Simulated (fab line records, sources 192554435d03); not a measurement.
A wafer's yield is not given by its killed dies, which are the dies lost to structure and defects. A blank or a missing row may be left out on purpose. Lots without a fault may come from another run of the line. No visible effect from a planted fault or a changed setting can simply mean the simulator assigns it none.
A single fault, viewed from 2 desks ; flow n5-finfet ; numbers are kept per desk, each desk with only its own; the story behind them comes last

== METROLOGY DESK ==
Lot by lot, what the gauges showed, no matter which tool ran the lot: averages of those sampled wafers that carry a number. The brackets show how far a lot's mean lies from the usual mean; more than 4 standard deviations puts the lot out of limits, marked OUT. 7 of its 11 readings are shown, namely those furthest out on some lot.
Columns: A = V3_OVL at N5_BEOL_M4_OVL_MEAS_29, usual -0.4 nm; B = DIBL_N at N5_BEOL_M4_RC_MEAS_101, usual 35.8 mV/V; C = DIBL_P at N5_BEOL_M4_RC_MEAS_101, usual 36.0 mV/V; D = IOFF_N at N5_BEOL_M4_RC_MEAS_101, usual 0.153 nA/um; E = ION_N at N5_BEOL_M4_RC_MEAS_101, usual 673 uA/um; F = SS_N at N5_BEOL_M4_RC_MEAS_101, usual 71.4 mV/dec; G = VT_N at N5_BEOL_M4_RC_MEAS_101, usual 250 mV
lot;first seen here;A;B;C;D;E;F;G
L904;day 9 06:31;-0.3;32.9;32.2;0.108;653;70.4;254
L905;day 9 11:03;-0.1;34.9;33.8;0.123;660;71.2;255
L906;day 10 01:04;0.2;35.6;36.2;0.152;682;71.4;248
L913;day 11 17:17;-0.4;36.5;35.0;0.146;668;71.4;252
L916;day 12 09:56;-1.0;36.2;36.2;0.156;670;71.4;252
L917;day 12 11:53;-1.9;35.0;36.2;0.161;671;71.6;250
L918;day 13 05:17;-0.9;38.0;38.7;0.160;671;71.6;250
L919;day 13 07:03;-0.1;34.9;34.1;0.139;672;71.0;252
L920;day 13 11:55;0.4;36.0;34.2;0.147;669;71.3;250
Finding of this desk: none of the 9 lots has anything out of limits.

== THE TOOL OWNER'S DESK: rie-diel-05 ==
The tool's own readings at N5_BEOL_M4_ETCHBACK_99 (etches SiO2 in CHF3, target depth 5 nm, time 10.4 s): means of the sampled wafers that have a number, for each lot that ran on this tool. The brackets show how far a lot's mean lies from the usual mean; more than 4 standard deviations puts the lot out of limits, marked OUT.
Columns: A = drypump-motor-current-A at N5_BEOL_M4_ETCHBACK_99, usual 5.7 A; B = oes-product-au at N5_BEOL_M4_ETCHBACK_99, usual 0.78 a.u.; C = rf-fwd-power-W at N5_BEOL_M4_ETCHBACK_99, usual 212.5 W; D = rf-vpp-V at N5_BEOL_M4_ETCHBACK_99, usual 244 V; E = showerhead-plenum-p-Torr at N5_BEOL_M4_ETCHBACK_99, usual 2.18 Torr; F = throttle-valve-pct at N5_BEOL_M4_ETCHBACK_99, usual 17.14 %
lot;first seen here;A;B;C;D;E;F
L904;day 9 09:39;5.7;0.82;213.4;245;2.26;16.88
L905;day 9 13:41;5.8;1.04;213.1;243;2.21;17.16
L906;day 10 03:54;5.7;1.13;212.9;247;2.26;17.06
L916;day 12 20:06;6.0;0.85;213.4;241;2.22;16.78
L918;day 13 09:48;5.8;0.91;213.7;243;2.20;16.91
Finding of this desk: none of the 5 lots has anything out of limits.

== TAKEN TOGETHER ==
At the metrology desk, nothing out of limits was observed.
Nothing out of limits was seen by the tool owner's desk.

== WHAT WAS PUT IN BY THE SIMULATOR ==
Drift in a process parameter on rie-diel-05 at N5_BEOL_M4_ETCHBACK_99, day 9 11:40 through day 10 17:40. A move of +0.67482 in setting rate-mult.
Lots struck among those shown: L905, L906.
